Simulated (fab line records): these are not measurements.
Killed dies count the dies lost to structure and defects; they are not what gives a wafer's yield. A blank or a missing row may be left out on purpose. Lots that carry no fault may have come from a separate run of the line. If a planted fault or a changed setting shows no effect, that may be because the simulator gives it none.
2 desks looking at one fault / flow nandHarc / numbers are kept per desk, each desk with only its own; the story behind them comes last

## AT THE METROLOGY DESK
Lot by lot, what the gauges showed, no matter which tool ran the lot: averages of those sampled wafers that carry a number. The brackets show how far a lot's mean lies from the usual mean; more than 4 standard deviations puts the lot out of limits, marked OUT. Only the readings that lie furthest out on some lot appear, 7 of the 8 it has.
Columns: A = cdNm at NHARC_A_BONDPAD_CD_MEAS_09, usual 500.1 nm; B = overlayXNm at NHARC_A_BONDPAD_OVL_MEAS_35, usual -1 nm; C = overlayYNm at NHARC_A_BONDPAD_OVL_MEAS_35, usual 2 nm; D = cdNm at NHARC_A_BONDPAD_CD_MEAS_13, usual 499.3 nm; E = thkNm at NHARC_A_BONDPAD_THK_MEAS_20, usual 169.1 nm; F = overlayXNm at NHARC_HYBRID_BOND_OVL_MEAS_05, usual -1 nm; G = thkNm at NHARC_THIN_TSV_THK_MEAS_02, usual 2932 nm
lot=L271; first seen here=day 22 11:58; A=501.5; B=-2; C=5; D=501.1; E=170.4; F=21; G=3015
lot=L274; first seen here=day 23 04:38; A=499.6; B=2; C=10; D=498.4; E=169.4; F=7; G=2974
lot=L273; first seen here=day 24 09:33; A=497.8; B=3; C=1; D=496.0; E=169.1; F=-23; G=2792
lot=L286; first seen here=day 28 00:19; A=500.4; B=0; C=0; D=499.2; E=168.7; F=-33; G=2854
lot=L290; first seen here=day 30 13:16; A=499.6; B=9; C=16; D=499.2; E=167.7; F=10; G=2828
lot=L292; first seen here=day 31 05:34; A=501.9; B=4; C=-9; D=500.5; E=167.6; F=-42; G=3169
This desk's finding: nothing out of limits on any of the 6 lots.

## THE TOOL OWNER'S DESK: rieDiel-13
The tool's own readings at NHARC_A_BONDPAD_ETCH_34 (etches the open film in N2/H2, target depth 60 nm, overetch 18 nm, time 65.91 s): means of the sampled wafers that have a number, for each lot that ran on this tool. The brackets show how far a lot's mean lies from the usual mean; more than 4 standard deviations puts the lot out of limits, marked OUT.
Columns: A = drypumpMotorCurrentA at NHARC_A_BONDPAD_ETCH_34, usual 5.8 A; B = oesProductAu at NHARC_A_BONDPAD_ETCH_34, usual 0.999 a.u.; C = rfVppV at NHARC_A_BONDPAD_ETCH_34, usual 428.7 V; D = showerheadPlenumPTorr at NHARC_A_BONDPAD_ETCH_34, usual 1.97 Torr; E = throttleValvePct at NHARC_A_BONDPAD_ETCH_34, usual 14.171 %
lot=L271; first seen here=day 22 12:16; A=5.7; B=0.998; C=429.8; D=2.00; E=14.170
lot=L274; first seen here=day 23 04:56; A=5.9; B=1.009; C=428.1; D=1.93; E=14.168
lot=L273; first seen here=day 24 09:52; A=6.1; B=0.992; C=429.3; D=1.99; E=14.166
lot=L286; first seen here=day 28 00:37; A=6.1; B=0.996; C=427.8; D=1.93; E=14.166
lot=L290; first seen here=day 30 13:34; A=5.9; B=1.001; C=429.7; D=1.99; E=14.173
lot=L292; first seen here=day 31 05:55; A=5.9; B=0.998; C=429.1; D=1.99; E=14.169
This desk's finding: nothing out of limits on any of the 6 lots.

## TAKEN TOGETHER
Metrology desk: nothing out of limits seen.
The desk of the tool owner found nothing out of limits.

## WHAT WAS PUT IN BY THE SIMULATOR
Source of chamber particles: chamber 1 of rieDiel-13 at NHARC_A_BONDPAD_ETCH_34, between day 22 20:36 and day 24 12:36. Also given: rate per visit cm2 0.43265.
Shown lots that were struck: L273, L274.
